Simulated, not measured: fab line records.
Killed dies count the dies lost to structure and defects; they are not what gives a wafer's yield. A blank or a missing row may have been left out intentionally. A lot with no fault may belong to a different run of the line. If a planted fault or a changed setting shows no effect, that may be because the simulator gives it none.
Chamber matching + flow nand_harc + 4 sister chambers for NHARC_P_ZERO_WELL_ETCH_65 on rie_diel-10
The step etches the open film in N2/H2, target depth 80 nm, overetch 24 nm, time 87.88 s. 8 wafers are shown with their chamber, then 8 later ones without.

EACH WAFER AND ITS CHAMBER
| wafer  | chamber | drypump_motor_current_A (A) | rf_vpp_V (V) |
|--------|---------|-----------------------------|--------------|
| L081.5 | 2       | 5.6                         | 428.0        |
| L083.4 | 3       | 5.5                         | 429.6        |
| L083.5 | 1       | 5.3                         | 433.0        |
| L083.6 | 0       | 5.5                         | 428.5        |
| L084.1 | 2       | 5.5                         | 428.5        |
| L084.2 | 1       | 5.3                         | 432.5        |
| L084.3 | 3       | 5.4                         | 428.5        |
| L084.4 | 0       | 5.5                         | 427.1        |

WAFERS WITH NO CHAMBER GIVEN
| wafer  | drypump_motor_current_A (A) | rf_vpp_V (V) |
|--------|-----------------------------|--------------|
| L084.5 | 5.5                         | 427.8        |
| L084.6 | 5.3                         | 432.0        |
| L087.1 | 5.4                         | 428.9        |
| L087.2 | 5.6                         | 427.2        |
| L087.3 | 5.5                         | 429.3        |
| L087.4 | 5.3                         | 431.9        |
| L087.5 | 5.5                         | 429.9        |
| L087.6 | 5.3                         | 433.5        |

THE CHAMBER EACH PASSED THROUGH
| wafer  | from the rows above          | in truth |
|--------|------------------------------|----------|
| L084.5 | can't be placed: 0 or 2      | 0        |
| L084.6 | 1                            | 1        |
| L087.1 | can't be placed: 3 or 0      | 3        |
| L087.2 | can't be placed: 2 or 0      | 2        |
| L087.3 | can't be placed: 3 or 2 or 0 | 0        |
| L087.4 | 1                            | 1        |
| L087.5 | can't be placed: 3 or 2 or 0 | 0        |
| L087.6 | 1                            | 1        |
3 of 8 placed correctly. From these rows, 5 cannot be placed; in 5 the true chamber is one of the candidates. 0 placed wrongly.
How it was worked out, from the rows above alone: a wafer's distance from a chamber is the root of the sum, over the readings, of the square of ((its reading less the chamber's mean) divided by the reading's scatter). If the next closest chamber is less than 2 further off than the closest, the wafer can't be placed; otherwise it belongs to the closest. Each chamber's mean is taken over the wafers shown for it. How the scatter is found: for the shown wafers, subtract from each reading the mean of its chamber, square and add these, divide the total by (wafers less chambers), then take the root.
